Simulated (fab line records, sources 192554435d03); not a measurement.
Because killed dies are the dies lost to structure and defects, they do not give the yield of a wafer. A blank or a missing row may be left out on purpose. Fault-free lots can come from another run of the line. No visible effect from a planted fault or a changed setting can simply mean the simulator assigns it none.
Matching of chambers :: flow n5_finfet :: rie_diel-03 running N5_SD_EPI_P_ETCH_16: 4 sister chambers
The step etches SiO2 in CHF3/O2, target depth 5 nm. 18 wafers are shown with their chamber, then 9 later ones without.

== EACH WAFER AND ITS CHAMBER ==
wafer: L075.2
chamber: 1
drypump_motor_current_A (A): 5.6
rf_vpp_V (V): 530
oes_product_au (a.u.): 0.76

wafer: L075.5
chamber: 1
drypump_motor_current_A (A): 5.6
rf_vpp_V (V): 532
oes_product_au (a.u.): 0.76

wafer: L075.6
chamber: 0
drypump_motor_current_A (A): 5.0
rf_vpp_V (V): 507
oes_product_au (a.u.): 0.70

wafer: L076.4
chamber: 2
drypump_motor_current_A (A): 5.1
rf_vpp_V (V): 517
oes_product_au (a.u.): 0.86

wafer: L076.5
chamber: 0
drypump_motor_current_A (A): 5.0
rf_vpp_V (V): 508
oes_product_au (a.u.): 0.69

wafer: L076.6
chamber: 3
drypump_motor_current_A (A): 6.2
rf_vpp_V (V): 526
oes_product_au (a.u.): 0.89

wafer: L077.1
chamber: 0
drypump_motor_current_A (A): 5.0
rf_vpp_V (V): 506
oes_product_au (a.u.): 0.70

wafer: L077.3
chamber: 3
drypump_motor_current_A (A): 6.2
rf_vpp_V (V): 525
oes_product_au (a.u.): 0.90

wafer: L077.6
chamber: 3
drypump_motor_current_A (A): 6.2
rf_vpp_V (V): 524
oes_product_au (a.u.): 0.90

wafer: L082.2
chamber: 1
drypump_motor_current_A (A): 5.6
rf_vpp_V (V): 532
oes_product_au (a.u.): 0.75

wafer: L082.3
chamber: 3
drypump_motor_current_A (A): 6.2
rf_vpp_V (V): 525
oes_product_au (a.u.): 0.87

wafer: L082.6
chamber: 1
drypump_motor_current_A (A): 5.6
rf_vpp_V (V): 531
oes_product_au (a.u.): 0.75

wafer: L085.1
chamber: 2
drypump_motor_current_A (A): 5.0
rf_vpp_V (V): 515
oes_product_au (a.u.): 0.84

wafer: L085.4
chamber: 1
drypump_motor_current_A (A): 5.6
rf_vpp_V (V): 532
oes_product_au (a.u.): 0.74

wafer: L085.6
chamber: 2
drypump_motor_current_A (A): 5.1
rf_vpp_V (V): 515
oes_product_au (a.u.): 0.83

wafer: L087.1
chamber: 3
drypump_motor_current_A (A): 6.2
rf_vpp_V (V): 526
oes_product_au (a.u.): 0.86

wafer: L087.2
chamber: 0
drypump_motor_current_A (A): 5.0
rf_vpp_V (V): 515
oes_product_au (a.u.): 0.98

wafer: L087.4
chamber: 2
drypump_motor_current_A (A): 5.1
rf_vpp_V (V): 516
oes_product_au (a.u.): 0.84

SIGNATURES, as means of the wafers listed above
reading: drypump_motor_current_A
chamber 0: 5.000
chamber 1: 5.600
chamber 2: 5.075
chamber 3: 6.200
scatter within a chamber: 0.0231

reading: rf_vpp_V
chamber 0: 509.00
chamber 1: 531.40
chamber 2: 515.75
chamber 3: 525.20
scatter within a chamber: 2.05

reading: oes_product_au
chamber 0: 0.7675
chamber 1: 0.7520
chamber 2: 0.8425
chamber 3: 0.8840
scatter within a chamber: 0.0667
Rule: a wafer lies at a distance from a chamber equal to the root of the sum of squares, over the readings, of (its reading less the chamber's mean, divided by the reading's scatter). The wafer belongs to the nearest chamber; if the next one is less than 2 further off, it can't be placed. The scatter: the root of (the sum of the squares of (reading less its chamber's mean) over the shown wafers, divided by (wafers less chambers)).

== WAFERS WITH NO CHAMBER GIVEN ==
wafer: L092.2
drypump_motor_current_A (A): 5.0
rf_vpp_V (V): 513
oes_product_au (a.u.): 0.95

wafer: L092.4
drypump_motor_current_A (A): 6.2
rf_vpp_V (V): 524
oes_product_au (a.u.): 0.84

wafer: L092.6
drypump_motor_current_A (A): 6.2
rf_vpp_V (V): 524
oes_product_au (a.u.): 0.84

wafer: L095.1
drypump_motor_current_A (A): 5.6
rf_vpp_V (V): 530
oes_product_au (a.u.): 0.73

wafer: L095.2
drypump_motor_current_A (A): 6.2
rf_vpp_V (V): 526
oes_product_au (a.u.): 0.83

wafer: L095.4
drypump_motor_current_A (A): 5.0
rf_vpp_V (V): 514
oes_product_au (a.u.): 0.93

wafer: L097.1
drypump_motor_current_A (A): 5.0
rf_vpp_V (V): 516
oes_product_au (a.u.): 0.92

wafer: L097.4
drypump_motor_current_A (A): 5.6
rf_vpp_V (V): 533
oes_product_au (a.u.): 0.73

wafer: L097.5
drypump_motor_current_A (A): 5.1
rf_vpp_V (V): 515
oes_product_au (a.u.): 0.82

== WHICH CHAMBER EACH ONE RAN IN ==
wafer: L092.2
from the rows above: can't be placed: 0 or 2
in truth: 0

wafer: L092.4
from the rows above: 3
in truth: 3

wafer: L092.6
from the rows above: 3
in truth: 3

wafer: L095.1
from the rows above: 1
in truth: 1

wafer: L095.2
from the rows above: 3
in truth: 3

wafer: L095.4
from the rows above: can't be placed: 0 or 2
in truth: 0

wafer: L097.1
from the rows above: can't be placed: 2 or 0
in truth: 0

wafer: L097.4
from the rows above: 1
in truth: 1

wafer: L097.5
from the rows above: 2
in truth: 2
Placed correctly: 6 of 9. Cannot be placed on the basis of these rows: 3; the candidates contain the true chamber in 3. Number placed wrongly: 0.
